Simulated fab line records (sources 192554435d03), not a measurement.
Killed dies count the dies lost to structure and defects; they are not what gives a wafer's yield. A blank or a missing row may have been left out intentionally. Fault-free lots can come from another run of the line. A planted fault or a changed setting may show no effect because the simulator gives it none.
fab line records -- flow n5Finfet
record lots=7, wafers=39
route steps=1938 shown BEOL_M0_SAQP@676 BEOL_M0_CUTY@711 BEOL_M0@715 BEOL_M3@972 BEOL_M5@1174 BEOL_M7@1302 BEOL_M10@1470
startH: the number of hours between the record's first day and the start of the first shown wafer of the lot -- waitH: time in hours since the lot's previous step -- " unchanged from the row above -- L1.1+2: one row covering several wafers at once -- - no value, or no start given -- * or withheld: withheld -- < > ~ a bound
route shown NAME@n: names a module that has steps shown in the file, with the first one's number in the route -- usual: mean/standard deviation taken from wafers without a fault -- same: alike in all rows -- chamber/n: place in a boat -- sites: readings site by site -- _std_site: standard deviation across them -- _edge_site: outer sites' mean less inner sites' -- radiusMm: how far each site lies from the wafer's centre -- mask NAME#n: copy n -- behind: the most recent tool/chamber to have shaped the wafer -- hold: reason for holding the lot/hours on hold/outcome of the hold -- device: transistor that didn't switch, given as n, p or np -- end of line: the same wafers' tests at the end of the route -- step lacking rows: just its recipe -- killed: count of dies lost to structure and defects at first sort (not the wafer's yield) -- map: the dies of a wafer, with x for killed, . for not killed, _ for no die there
set.NAME: the run value of the setting; set.NAME@STEP: its run value at that earlier step -- model.NAME: the simulator's own value behind a step, which no gauge read
lots with deliberately changed settings; one table per step, one row per wafer
## steps
# step N5_BEOL_M0_SAQP_SPACER2_ALD_26
# recipe material=SiO2, targetThkA=150, tempC=300, aldPrecursorFamily=BDEAS, aldCoReactant=O2-plasma, pulseTimeS=1, purgeTimeS=2, coReactantPurgeTimeS=2, pressureTorr=2
lot.wafer,tool,chamber,startH,waitH,set.targetThkA,model.SiO2_of_BEOL_M0_SAQP_SPACER2_ALD_26.thkNm
L075.1+4+5,aldSin-02,"0,3,3",125.20,0.1,150,15
L075.2+3+6,aldSin-02,"2,1,2",125.20,0.1,229,22.8
L078.1+4+6,aldSin-03,"1,2,1",133.75,1.1,150,14.8
L079.1+2+5,aldSin-01,"3,0,2",139.04,0.5,150,15
L079.3+4+6,aldSin-01,"2,1,1",139.04,0.5,230.9,23.2
L083.1+5,aldSin-01,1,164.97,0.1,96.66,9.6
L083.2,aldSin-01,0,164.97,0.1,96.66,9.8
L083.3+4+6,aldSin-01,"2,3,2",164.97,0.1,150,15
L084.1+2+3+4+5+6,aldSin-03,"1,2,3,0,1,0",172.52,0.1,150,15
L089.1,aldSin-02,0,204.62,0.1,150,15
L089.2+4+5,aldSin-02,"1,3,3",204.62,0.1,80.62,8
L089.3+6,aldSin-02,2,204.62,0.1,150,14.8
L095.1+4+6,aldSin-03,"2,1,3",238.98,0.6,182.3,18.2
L095.2+3+5,aldSin-03,"3,0,0",238.98,0.6,150,15
# step N5_BEOL_M0_SAQP_SPACER2_ETCHBACK_27
# recipe chemistry=CHF3/O2, mode=anisotropicEtchback, target=SiO2, targetDepthA=225, timeS=11.25, pressureMtorr=30, sourceW=650, biasW=170, Ar_flow_sccm=200, CHF3_flow_sccm=50, O2_flow_sccm=5, ionEnergyEv=200
# step N5_BEOL_M0_SAQP_MANDREL2_REMOVE_110
# recipe chemistry=HBr/Cl2/O2, btTimeS=10, target=a-Si, stopOn=SiCN, endpoint=OES-SiCl, overEtchFrac=1, icpW=600, biasW=30, HBr_flow_sccm=150, Cl2_flow_sccm=80, O2_flow_sccm=5, pressureMtorr=10
lot.wafer,tool,chamber,startH,waitH,set.targetThkA@BEOL_M0_SAQP_SPACER2_ALD_26,model.BEOL_M0_SAQP.cdNm
L075.1,rieSi-04,1,125.84,0.1,150,15
L075.2+6,rieSi-04,0,125.84,0.1,229,22.6
L075.3,rieSi-04,3,125.84,0.1,229,23
L075.4+5,rieSi-04,"2,1",125.84,0.1,150,15.2
L078.1,rieSi-04,1,134.38,0.1,150,15
L078.4+6,rieSi-04,0,134.38,0.1,150,14.6
L079.1+5,rieSi-06,"1,0",139.68,0.1,150,14.8
L079.2,rieSi-06,2,139.68,0.1,150,15.2
L079.3+4+6,rieSi-06,"3,0,3",139.68,0.1,230.9,23
L083.1+2,rieSi-04,"1,0",165.61,0.1,96.66,9.6
L083.3+4,rieSi-04,"3,2",165.61,0.1,150,15
L083.5,rieSi-04,3,165.61,0.1,96.66,9.8
L083.6,rieSi-04,2,165.61,0.1,150,15.2
L084.1+2+3+6,rieSi-04,"1,2,3,3",173.16,0.1,150,15
L084.4+5,rieSi-04,0,173.16,0.1,150,14.8
L089.1+3+6,rieSi-06,"0,2,1",205.27,0.1,150,14.8
L089.2,rieSi-06,1,205.27,0.1,80.62,8
L089.4+5,rieSi-06,"3,0",205.27,0.1,80.62,7.8
L095.1,rieSi-04,0,239.66,0.1,182.3,18
L095.2,rieSi-04,2,239.66,0.1,150,15
L095.3,rieSi-04,3,239.66,0.1,150,15.2
L095.4,rieSi-04,1,239.66,0.1,182.3,18.4
L095.5,rieSi-04,2,239.66,0.1,150,14.8
L095.6,rieSi-04,3,239.66,0.1,182.3,18.2
# step N5_BEOL_M0_SAQP_CD_MEAS_29
# recipe targetCdNm=14.4, landingEnergyEv=1000, detector=seInlens
# usual cdNm=14.93/0.23
lot.wafer,tool,chamber,startH,waitH,set.targetThkA@BEOL_M0_SAQP_SPACER2_ALD_26,cdNm
L075.1,cdSem-02,0,125.95,0.1,150,14.68
L075.2,cdSem-02,0,125.95,0.1,229,22.71
L075.3,cdSem-02,0,125.95,0.1,229,22.78
L075.4,cdSem-02,0,125.95,0.1,150,15.03
L075.5,cdSem-02,0,125.95,0.1,150,15.57
L075.6,cdSem-02,0,125.95,0.1,229,22.83
L078.1,cdSem-01,0,134.49,0.1,150,15.16
L078.4,cdSem-01,0,134.49,0.1,150,14.65
L078.6,cdSem-01,0,134.49,0.1,150,14.45
L079.1,cdSem-02,0,139.79,0.1,150,14.52
L079.2,cdSem-02,0,139.79,0.1,150,14.89
L079.3,cdSem-02,0,139.79,0.1,230.9,22.75
L079.4,cdSem-02,0,139.79,0.1,230.9,22.73
L079.5,cdSem-02,0,139.79,0.1,150,14.82
L079.6,cdSem-02,0,139.79,0.1,230.9,23.07
L083.1,cdSem-01,0,165.72,0.1,96.66,9.59
L083.2,cdSem-01,0,165.72,0.1,96.66,9.65
L083.3,cdSem-01,0,165.72,0.1,150,15.23
L083.4,cdSem-01,0,165.72,0.1,150,14.95
L083.5,cdSem-01,0,165.72,0.1,96.66,9.84
L083.6,cdSem-01,0,165.72,0.1,150,15.18
L084.1,cdSem-01,0,173.27,0.1,150,14.85
L084.2,cdSem-01,0,173.27,0.1,150,14.78
L084.3,cdSem-01,0,173.27,0.1,150,14.85
L084.4,cdSem-01,0,173.27,0.1,150,14.76
L084.5,cdSem-01,0,173.27,0.1,150,14.98
L084.6,cdSem-01,0,173.27,0.1,150,15.24
L089.1,cdSem-03,0,205.38,0.1,150,14.67
L089.2,cdSem-03,0,205.38,0.1,80.62,7.87
L089.3,cdSem-03,0,205.38,0.1,150,14.91
L089.4,cdSem-03,0,205.38,0.1,80.62,7.70
L089.5,cdSem-03,0,205.38,0.1,80.62,7.93
L089.6,cdSem-03,0,205.38,0.1,150,14.64
L095.1,cdSem-03,0,239.77,0.1,182.3,17.83
L095.2,cdSem-03,0,239.77,0.1,150,14.86
L095.3,cdSem-03,0,239.77,0.1,150,15.00
L095.4,cdSem-03,0,239.77,0.1,182.3,18.38
L095.5,cdSem-03,0,239.77,0.1,150,14.82
L095.6,cdSem-03,0,239.77,0.1,182.3,17.97
# step N5_BEOL_M0_SAQP_COAT_69
# recipe resist=SOC, tempC=250, timeS=60, spinRpm=1500, resistThkNm=90
# step N5_BEOL_M0_SAQP_COAT_72
# recipe resist=SiARC, tempC=220, timeS=60, spinRpm=1500, resistThkNm=15
# step N5_BEOL_M0_CUTY_DESCUM_61
# recipe chemistry=O2, timeS=7.9, sourcePowerW=50, biasPowerW=20, pressureMtorr=20, rfFrequencyHz=2.712e+07, tempC=40, resist=CAR-ArF-block, o2FlowSccm=225
# step N5_BEOL_M0_CUTY_ETCH_62
# recipe chemistry=CF4, target=SiARC, maskMaterial=CAR-ArF-block, timeS=58.5, ionEnergyEv=80, pressureMtorr=40, sourceW=545, biasW=36, Ar_flow_sccm=100, cf4FlowSccm=100, ends=cleared
# step N5_BEOL_M0_CUTY_ETCH_63
# recipe chemistry=N2/H2, target=SOC, targetDepthA=827, overetchA=165, maskMaterial=SiARC, tempC=40, ionEnergyEv=200, timeS=124, pressureMtorr=30, sourceW=840, biasW=150, n2FlowSccm=200, h2FlowSccm=200
lot.wafer,tool,chamber,startH,waitH,set.targetThkA@BEOL_M0_SAQP_SPACER2_ALD_26,model.SiO2_of_BEOL_M0_SAQP_SPACER2_ALD_26.thkNm
L075.1+4,rieDiel-04,"0,1",127.99,0.0,150,7.2
L075.2+6,rieDiel-04,2,127.99,0.0,229,14.6
L075.3,rieDiel-04,3,127.99,0.0,229,14.8
L075.5,rieDiel-04,3,127.99,0.0,150,7
L078.1,rieDiel-03,2,137.88,0.0,150,6.8
L078.4+6,rieDiel-03,3,137.88,0.0,150,7
L079.1,rieDiel-01,0,141.92,0.0,150,7
L079.2+5,rieDiel-01,"3,0",141.92,0.0,150,7.2
L079.3,rieDiel-01,1,141.92,0.0,230.9,15.2
L079.4+6,rieDiel-01,"3,1",141.92,0.0,230.9,15.4
L083.1+2+5,rieDiel-03,"2,0,0",168.53,0.0,96.66,2.4
L083.3+6,rieDiel-03,1,168.53,0.0,150,7
L083.4,rieDiel-03,3,168.53,0.0,150,7.2
L084.1,rieDiel-01,0,175.32,0.0,150,7
L084.2+3+4+5+6,rieDiel-01,"1,3,2,0,1",175.32,0.0,150,7.2
L089.1+3+6,rieDiel-01,"0,1,2",207.84,0.0,150,7
L089.2+4+5,rieDiel-01,"3,2,1",207.84,0.0,80.62,1.8
L095.1+6,rieDiel-03,"3,0",242.51,0.0,182.3,10.4
L095.2+5,rieDiel-03,"0,3",242.51,0.0,150,7.2
L095.3,rieDiel-03,1,242.51,0.0,150,6.8
L095.4,rieDiel-03,2,242.51,0.0,182.3,10.2
# step N5_BEOL_M0_CUTY_STRIP_64
# recipe chemistry=N2/H2, tempC=40, n2FlowSccm=200, h2FlowSccm=200, rfFrequencyHz=6e+07
# step N5_BEOL_M0_ETCH_138
# recipe chemistry=CH3F/O2, targetDepthA=120, target=SiCN, timeS=31.6, ionEnergyEv=120, pressureMtorr=30, sourceW=395, biasW=75, Ar_flow_sccm=150, CH3F_flow_sccm=30, O2_flow_sccm=20, ends=cleared
lot.wafer,tool,chamber,startH,waitH,set.targetThkA@BEOL_M0_SAQP_SPACER2_ALD_26,model.SiO2_of_BEOL_M0_SAQP_SPACER2_ALD_26.thkNm
L075.1+4,rieDiel-04,"0,1",128.11,0.0,150,5.2
L075.2+6,rieDiel-04,2,128.11,0.0,229,12.6
L075.3,rieDiel-04,3,128.11,0.0,229,13
L075.5,rieDiel-04,3,128.11,0.0,150,5
L078.1,rieDiel-03,2,138.01,0.0,150,4.8
L078.4+6,rieDiel-03,3,138.01,0.0,150,5
L079.1,rieDiel-01,0,142.05,0.0,150,5
L079.2+5,rieDiel-01,"3,0",142.05,0.0,150,5.2
L079.3+6,rieDiel-01,1,142.05,0.0,230.9,13.4
L079.4,rieDiel-01,3,142.05,0.0,230.9,13.2
L083.1+2+5,rieDiel-03,"2,0,0",168.65,0.0,96.66,1.2
L083.3+4+6,rieDiel-03,"1,3,1",168.65,0.0,150,5
L084.1+3+4+5,rieDiel-01,"0,3,2,0",175.44,0.0,150,5
L084.2+6,rieDiel-01,1,175.44,0.0,150,5.2
L089.1+6,rieDiel-01,"0,2",207.97,0.0,150,5
L089.2+4+5,rieDiel-01,"3,2,1",207.97,0.0,80.62,0.8
L089.3,rieDiel-01,1,207.97,0.0,150,5.2
L095.1+6,rieDiel-03,"3,0",242.63,0.0,182.3,8.4
L095.2+5,rieDiel-03,"0,3",242.63,0.0,150,5.2
L095.3,rieDiel-03,1,242.63,0.0,150,5
L095.4,rieDiel-03,2,242.63,0.0,182.3,8.2
# step N5_BEOL_M0_HM_OPEN_105
# recipe chemistry=Cl2/BCl3, targetDepthA=120, target=TiN, ionEnergyEv=150, pressureMtorr=10, icpW=1000, biasW=126, Cl2_flow_sccm=53.25, bcl3FlowSccm=21.75, Ar_flow_sccm=25
lot.wafer,tool,chamber,startH,waitH,set.targetThkA@BEOL_M0_SAQP_SPACER2_ALD_26,model.SiO2_of_BEOL_M0_SAQP_SPACER2_ALD_26.thkNm
L075.1+4,rieMetal-01,0,128.22,0.1,150,2.8
L075.2+6,rieMetal-01,"1,0",128.22,0.1,229,10.2
L075.3,rieMetal-01,1,128.22,0.1,229,10.6
L075.5,rieMetal-01,1,128.22,0.1,150,2.6
L078.1+4+6,rieMetal-01,"0,1,1",139.52,1.5,150,2.4
L079.1,rieMetal-01,1,143.32,1.2,150,2.6
L079.2+5,rieMetal-01,"0,1",143.32,1.2,150,2.8
L079.3+6,rieMetal-01,"1,0",143.32,1.2,230.9,11
L079.4,rieMetal-01,0,143.32,1.2,230.9,10.8
L083.1+2+5,rieMetal-03,"1,0,1",168.75,0.1,96.66,0.6
L083.3+6,rieMetal-03,"1,0",168.75,0.1,150,2.6
L083.4,rieMetal-03,0,168.75,0.1,150,2.8
L084.1+2+4+5+6,rieMetal-02,0,176.02,0.5,150,2.6
L084.3,rieMetal-02,0,176.02,0.5,150,2.4
L089.1+3,rieMetal-03,"1,0",208.09,0.1,150,2.8
L089.2+4+5,rieMetal-03,"0,1,1",208.09,0.1,80.62,0.4
L089.6,rieMetal-03,0,208.09,0.1,150,2.6
L095.1,rieMetal-03,0,243.04,0.4,182.3,6
L095.2+5,rieMetal-03,1,243.04,0.4,150,2.8
L095.3,rieMetal-03,1,243.04,0.4,150,2.6
L095.4,rieMetal-03,0,243.04,0.4,182.3,5.8
L095.6,rieMetal-03,0,243.04,0.4,182.3,6.2
# step N5_BEOL_M3_ALD_98
# recipe material=SiO2, targetThkA=25, tempC=100, aldPrecursorFamily=BDEAS, aldCoReactant=O2-plasma, pulseTimeS=1, coReactantPulseTimeS=1, purgeTimeS=2, coReactantPurgeTimeS=2, aldCycles=17, pressureTorr=2
lot.wafer,tool,chamber,startH,waitH,set.aldCycles,model.SiO2_of_BEOL_M3_ALD_98.thkNm
L075.1+2+3,aldSin-04,"0,2,1",158.08,0.9,14,2
L075.4,aldSin-04,3,158.08,0.9,17,2.6
L075.5+6,aldSin-04,"3,2",158.08,0.9,17,2.4
L078.1+6,aldSin-02,"2,0",171.58,0.1,17,2.6
L078.4,aldSin-02,3,171.58,0.1,17,2.4
L079.1+2+4,aldSin-04,"3,1,0",172.76,0.1,10,1.4
L079.3+5+6,aldSin-04,"2,3,0",172.76,0.1,17,2.6
L083.1+6,aldSin-02,"1,2",198.94,0.1,17,2.4
L083.2+3+4+5,aldSin-02,"3,0,2,3",198.94,0.1,17,2.6
L084.1+4+5,aldSin-04,"1,0,0",201.24,0.1,17,2.6
L084.2+3+6,aldSin-04,"2,3,1",201.24,0.1,11,1.6
L089.1+3+5,aldSin-04,"3,2,3",233.73,0.1,17,2.4
L089.2+4+6,aldSin-04,"1,0,2",233.73,0.1,12,1.8
L095.1+2+3,aldSin-02,"3,0,1",280.29,1.2,8,1.2
L095.4+5+6,aldSin-02,"2,0,1",280.29,1.2,17,2.6
# step N5_BEOL_M5_CVD_47
# recipe material=Co, targetThkA=30, tempC=withheld, precursor=CCTBA/H2, pressureTorr=30, timeS=216
lot.wafer,tool,chamber,startH,waitH,set.targetThkA,model.Co_of_BEOL_M5_CVD_47.thkNm
L075.1+6,cvdCo-02,2,182.88,0.2,30,2.8
L075.2+5,cvdCo-02,"1,0",182.88,0.2,24.41,2.4
L075.3,cvdCo-02,0,182.88,0.2,24.41,2.2
L075.4,cvdCo-02,1,182.88,0.2,30,3.2
L078.1,cvdCo-01,1,195.26,0.0,30,3
L078.4+6,cvdCo-01,"1,2",195.26,0.0,30,2.8
L079.1+5,cvdCo-02,1,201.13,0.0,30,3.2
L079.2,cvdCo-02,2,201.13,0.0,19.49,1.8
L079.3+6,cvdCo-02,0,201.13,0.0,19.49,2
L079.4,cvdCo-02,2,201.13,0.0,30,3
L083.1+5+6,cvdCo-01,"1,1,0",223.09,0.0,30,3
L083.2+3+4,cvdCo-01,"0,2,2",223.09,0.0,37.96,3.8
L084.1+6,cvdCo-02,"0,1",230.81,0.0,30,3
L084.2,cvdCo-02,2,230.81,0.0,18.66,1.6
L084.3+5,cvdCo-02,"1,0",230.81,0.0,18.66,1.8
L084.4,cvdCo-02,2,230.81,0.0,30,2.8
L089.1+5,cvdCo-01,"2,0",259.13,0.2,30,2.8
L089.2+3+4+6,cvdCo-01,"0,1,1,2",259.13,0.2,30,3
L095.1,cvdCo-02,2,300.52,0.0,24.71,2.8
L095.2+4,cvdCo-02,"0,2",300.52,0.0,24.71,2.6
L095.3+5,cvdCo-02,1,300.52,0.0,30,3.2
L095.6,cvdCo-02,0,300.52,0.0,30,2.8
# step N5_BEOL_M7_ETCH_66
# recipe chemistry=N2/H2, target=SOC, targetDepthA=800, overetchA=160, maskMaterial=SiARC, tempC=40, timeS=120, ionEnergyEv=200, pressureMtorr=30, sourceW=840, biasW=150, n2FlowSccm=200, h2FlowSccm=200
lot.wafer,tool,chamber,startH,waitH,set.timeS,model.SiARC_of_BEOL_M7_COAT_64.thkNm
L075.1+4,rieDiel-02,"1,3",203.08,0.0,120,6.6
L075.2+5,rieDiel-02,0,203.08,0.0,120,6.2
L075.3,rieDiel-02,2,203.08,0.0,120,6.8
L075.6,rieDiel-02,1,203.08,0.0,120,6.4
L078.1,rieDiel-06,0,214.80,0.0,120,6.4
L078.4+6,rieDiel-06,1,214.80,0.0,120,6.8
L079.1,rieDiel-06,0,218.79,0.0,120,6.4
L079.2,rieDiel-06,1,218.79,0.0,120,6.8
L079.3,rieDiel-06,3,218.79,0.0,94.07,7.6
L079.4,rieDiel-06,2,218.79,0.0,94.07,7.4
L079.5,rieDiel-06,3,218.79,0.0,94.07,7.8
L079.6,rieDiel-06,2,218.79,0.0,120,6.2
L083.1+5,rieDiel-05,"1,0",240.62,0.0,87.13,8
L083.2+6,rieDiel-05,3,240.62,0.0,120,6.6
L083.3,rieDiel-05,0,240.62,0.0,120,6.4
L083.4,rieDiel-05,2,240.62,0.0,87.13,7.8
L084.1,rieDiel-06,0,248.75,0.0,83.17,8
L084.2,rieDiel-06,2,248.75,0.0,83.17,7.8
L084.3,rieDiel-06,3,248.75,0.0,120,6.6
L084.4,rieDiel-06,3,248.75,0.0,83.17,8.2
L084.5+6,rieDiel-06,"2,0",248.75,0.0,120,6.2
L089.1,rieDiel-06,1,277.86,0.0,120,6.8
L089.2,rieDiel-06,2,277.86,0.0,120,6.2
L089.3+6,rieDiel-06,"0,2",277.86,0.0,89.77,7.8
L089.4,rieDiel-06,1,277.86,0.0,89.77,8
L089.5,rieDiel-06,0,277.86,0.0,120,6.4
L095.1,rieDiel-06,3,318.35,0.0,120,6.6
L095.2,rieDiel-06,0,318.35,0.0,184.4,3.4
L095.3,rieDiel-06,2,318.35,0.0,120,6.2
L095.4,rieDiel-06,1,318.35,0.0,184.4,4
L095.5,rieDiel-06,1,318.35,0.0,120,6.8
L095.6,rieDiel-06,2,318.35,0.0,184.4,3
# step N5_BEOL_M10_ILD_DEP_00
# recipe material=SiCOH_lowk, targetThkA=3085.1, tempC=300, precursor=DEMS/porogen, pressureTorr=5, rfW=500, timeS=58
lot.wafer,tool,chamber,startH,waitH,set.targetThkA,model.SiCOH_lowk_of_BEOL_M10_ILD_DEP_00.thkNm
L075.1,pecvd-03,0,221.53,0.0,3085.1,301.4
L075.2,pecvd-03,2,221.53,0.0,3848,388.2
L075.3,pecvd-03,1,221.53,0.0,3085.1,310.2
L075.4,pecvd-03,0,221.53,0.0,3848,381.2
L075.5,pecvd-03,1,221.53,0.0,3085.1,317.8
L075.6,pecvd-03,2,221.53,0.0,3848,389.4
L078.1,pecvd-01,0,234.92,0.0,3085.1,302.2
L078.4,pecvd-01,0,234.92,0.0,3085.1,301.6
L078.6,pecvd-01,2,234.92,0.0,3085.1,309
L079.1,pecvd-04,2,241.92,0.0,4111,403.4
L079.2,pecvd-04,0,241.92,0.0,4111,406
L079.3,pecvd-04,1,241.92,0.0,3085.1,305.8
L079.4,pecvd-04,1,241.92,0.0,3085.1,309
L079.5,pecvd-04,2,241.92,0.0,4111,410.4
L079.6,pecvd-04,0,241.92,0.0,3085.1,306.4
L083.1,pecvd-03,2,256.67,0.0,3085.1,311.2
L083.2,pecvd-03,1,256.67,0.0,3085.1,308.6
L083.3,pecvd-03,0,256.67,0.0,1542,148.6
L083.4,pecvd-03,1,256.67,0.0,1542,160.6
L083.5,pecvd-03,0,256.67,0.0,1542,150
L083.6,pecvd-03,2,256.67,0.0,3085.1,314.2
L084.1,pecvd-04,0,267.74,0.0,3085.1,302
L084.2,pecvd-04,2,267.74,0.0,2361,233.2
L084.3,pecvd-04,1,267.74,0.0,2361,230
L084.4,pecvd-04,1,267.74,0.0,2361,240.6
L084.5,pecvd-04,2,267.74,0.0,3085.1,309
L084.6,pecvd-04,0,267.74,0.0,3085.1,308
L089.1,pecvd-04,0,294.51,0.0,3085.1,303.4
L089.2,pecvd-04,2,294.51,0.0,3085.1,306.8
L089.3,pecvd-04,1,294.51,0.0,2155,215
L089.4,pecvd-04,1,294.51,0.0,3085.1,312.8
L089.5,pecvd-04,2,294.51,0.0,2155,218.8
L089.6,pecvd-04,0,294.51,0.0,2155,214.8
L095.1,pecvd-03,0,339.07,0.0,3085.1,301.2
L095.2,pecvd-03,1,339.07,0.0,3085.1,315.8
L095.3,pecvd-03,2,339.07,0.0,2065,207
L095.4,pecvd-03,0,339.07,0.0,2065,203.8
L095.5,pecvd-03,2,339.07,0.0,3085.1,312.4
L095.6,pecvd-03,1,339.07,0.0,2065,217.8
# step N5_BEOL_M10_CURE_71
# recipe tempC=385, timeS=240, ambient=He/Ar, material=SiCOH_lowk
lot.wafer,tool,chamber,startH,waitH,set.targetThkA@BEOL_M10_ILD_DEP_00,model.SiCOH_lowk_of_BEOL_M10_ILD_DEP_00.thkNm
L075.1,uvCure-02,1,221.61,0.0,3085.1,261.8
L075.2,uvCure-02,1,221.61,0.0,3848,338.8
L075.3,uvCure-02,1,221.61,0.0,3085.1,269.4
L075.4,uvCure-02,1,221.61,0.0,3848,332.4
L075.5,uvCure-02,1,221.61,0.0,3085.1,276.2
L075.6,uvCure-02,1,221.61,0.0,3848,339.8
L078.1,uvCure-03,0,235.00,0.0,3085.1,262.4
L078.4,uvCure-03,0,235.00,0.0,3085.1,262
L078.6,uvCure-03,0,235.00,0.0,3085.1,268.4
L079.1,uvCure-03,0,242.25,0.3,4111,352.4
L079.2,uvCure-03,0,242.25,0.3,4111,354.6
L079.3,uvCure-03,0,242.25,0.3,3085.1,265.6
L079.4,uvCure-03,0,242.25,0.3,3085.1,268.4
L079.5,uvCure-03,0,242.25,0.3,4111,358.6
L079.6,uvCure-03,0,242.25,0.3,3085.1,266
L083.1,uvCure-03,2,256.75,0.0,3085.1,270.4
L083.2,uvCure-03,2,256.75,0.0,3085.1,268.2
L083.3,uvCure-03,2,256.75,0.0,1542,127.8
L083.4,uvCure-03,2,256.75,0.0,1542,138.4
L083.5,uvCure-03,2,256.75,0.0,1542,129
L083.6,uvCure-03,2,256.75,0.0,3085.1,273
L084.1,uvCure-01,0,267.82,0.0,3085.1,262.2
L084.2,uvCure-01,0,267.82,0.0,2361,201.6
L084.3,uvCure-01,0,267.82,0.0,2361,198.8
L084.4,uvCure-01,0,267.82,0.0,2361,208.2
L084.5,uvCure-01,0,267.82,0.0,3085.1,268.4
L084.6,uvCure-01,0,267.82,0.0,3085.1,267.6
L089.1,uvCure-03,1,294.59,0.0,3085.1,263.6
L089.2,uvCure-03,1,294.59,0.0,3085.1,266.4
L089.3,uvCure-03,1,294.59,0.0,2155,185.8
L089.4,uvCure-03,1,294.59,0.0,3085.1,271.8
L089.5,uvCure-03,1,294.59,0.0,2155,189.2
L089.6,uvCure-03,1,294.59,0.0,2155,185.6
L095.1,uvCure-01,1,339.14,0.0,3085.1,261.6
L095.2,uvCure-01,1,339.14,0.0,3085.1,274.4
L095.3,uvCure-01,1,339.14,0.0,2065,178.6
L095.4,uvCure-01,1,339.14,0.0,2065,176
L095.5,uvCure-01,1,339.14,0.0,3085.1,271.6
L095.6,uvCure-01,1,339.14,0.0,2065,188.2
# step N5_BEOL_M10_THK_MEAS_01
# recipe reads=SiCOH_lowk_of_BEOL_M10_ILD_DEP_00
# usual M10_ILD_THK=268/4.6
lot.wafer,tool,chamber,startH,waitH,set.targetThkA@BEOL_M10_ILD_DEP_00,M10_ILD_THK[nm]
L075.1,filmMetro-01,-,222.13,0.4,3085.1,262
L075.2,filmMetro-01,-,222.13,0.4,3848,339
L075.3,filmMetro-01,-,222.13,0.4,3085.1,269
L075.4,filmMetro-01,-,222.13,0.4,3848,332
L075.5,filmMetro-01,-,222.13,0.4,3085.1,276
L075.6,filmMetro-01,-,222.13,0.4,3848,340
L078.1,filmMetro-01,-,235.51,0.4,3085.1,262
L078.4,filmMetro-01,-,235.51,0.4,3085.1,262
L078.6,filmMetro-01,-,235.51,0.4,3085.1,268
L079.1,filmMetro-01,-,242.76,0.4,4111,352
L079.2,filmMetro-01,-,242.76,0.4,4111,355
L079.3,filmMetro-01,-,242.76,0.4,3085.1,266
L079.4,filmMetro-01,-,242.76,0.4,3085.1,269
L079.5,filmMetro-01,-,242.76,0.4,4111,359
L079.6,filmMetro-01,-,242.76,0.4,3085.1,266
L083.1,filmMetro-01,-,257.26,0.4,3085.1,270
L083.2,filmMetro-01,-,257.26,0.4,3085.1,268
L083.3,filmMetro-01,-,257.26,0.4,1542,128
L083.4,filmMetro-01,-,257.26,0.4,1542,138
L083.5,filmMetro-01,-,257.26,0.4,1542,129
L083.6,filmMetro-01,-,257.26,0.4,3085.1,273
L084.1,filmMetro-02,-,268.33,0.4,3085.1,262
L084.2,filmMetro-02,-,268.33,0.4,2361,202
L084.3,filmMetro-02,-,268.33,0.4,2361,199
L084.4,filmMetro-02,-,268.33,0.4,2361,208
L084.5,filmMetro-02,-,268.33,0.4,3085.1,268
L084.6,filmMetro-02,-,268.33,0.4,3085.1,268
L089.1,filmMetro-02,-,295.10,0.4,3085.1,264
L089.2,filmMetro-02,-,295.10,0.4,3085.1,266
L089.3,filmMetro-02,-,295.10,0.4,2155,186
L089.4,filmMetro-02,-,295.10,0.4,3085.1,272
L089.5,filmMetro-02,-,295.10,0.4,2155,189
L089.6,filmMetro-02,-,295.10,0.4,2155,186
L095.1,filmMetro-01,-,340.14,0.8,3085.1,262
L095.2,filmMetro-01,-,340.14,0.8,3085.1,274
L095.3,filmMetro-01,-,340.14,0.8,2065,179
L095.4,filmMetro-01,-,340.14,0.8,2065,176
L095.5,filmMetro-01,-,340.14,0.8,3085.1,272
L095.6,filmMetro-01,-,340.14,0.8,2065,188
## key
split step=N5_BEOL_M0_SAQP_SPACER2_ALD_26, setting=targetThkA, stated=150, by=wafer
response step=N5_BEOL_M0_SAQP_SPACER2_ALD_26, reading=model.SiO2_of_BEOL_M0_SAQP_SPACER2_ALD_26.thkNm, change=+0.15, per=1%, r=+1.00
response step=N5_BEOL_M0_SAQP_MANDREL2_REMOVE_110, reading=model.BEOL_M0_SAQP.cdNm, change=+0.148, per=1%, r=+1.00
response step=N5_BEOL_M0_SAQP_CD_MEAS_29, reading=cdNm, change=+0.149, per=1%, r=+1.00
response step=N5_BEOL_M0_CUTY_ETCH_63, reading=model.SiO2_of_BEOL_M0_SAQP_SPACER2_ALD_26.thkNm, change=+0.138, per=1%, r=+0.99
response step=N5_BEOL_M0_ETCH_138, reading=model.SiO2_of_BEOL_M0_SAQP_SPACER2_ALD_26.thkNm, change=+0.13, per=1%, r=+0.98
response step=N5_BEOL_M0_HM_OPEN_105, reading=model.SiO2_of_BEOL_M0_SAQP_SPACER2_ALD_26.thkNm, change=+0.115, per=1%, r=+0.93
split step=N5_BEOL_M3_ALD_98, setting=aldCycles, stated=17, by=wafer
response step=N5_BEOL_M3_ALD_98, reading=model.SiO2_of_BEOL_M3_ALD_98.thkNm, change=+0.0267, per=1%, r=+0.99
split step=N5_BEOL_M5_CVD_47, setting=targetThkA, stated=30, by=wafer
response step=N5_BEOL_M5_CVD_47, reading=model.Co_of_BEOL_M5_CVD_47.thkNm, change=+0.0316, per=1%, r=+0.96
split step=N5_BEOL_M7_ETCH_66, setting=timeS, stated=120, by=wafer
response step=N5_BEOL_M7_ETCH_66, reading=model.SiARC_of_BEOL_M7_COAT_64.thkNm, change=-0.0553, per=1%, r=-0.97
split step=N5_BEOL_M10_ILD_DEP_00, setting=targetThkA, stated=3085.1, by=wafer
response step=N5_BEOL_M10_ILD_DEP_00, reading=model.SiCOH_lowk_of_BEOL_M10_ILD_DEP_00.thkNm, change=+3.08, per=1%, r=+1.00
response step=N5_BEOL_M10_CURE_71, reading=model.SiCOH_lowk_of_BEOL_M10_ILD_DEP_00.thkNm, change=+2.72, per=1%, r=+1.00
response step=N5_BEOL_M10_THK_MEAS_01, reading=M10_ILD_THK, change=+2.72, per=1%, r=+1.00
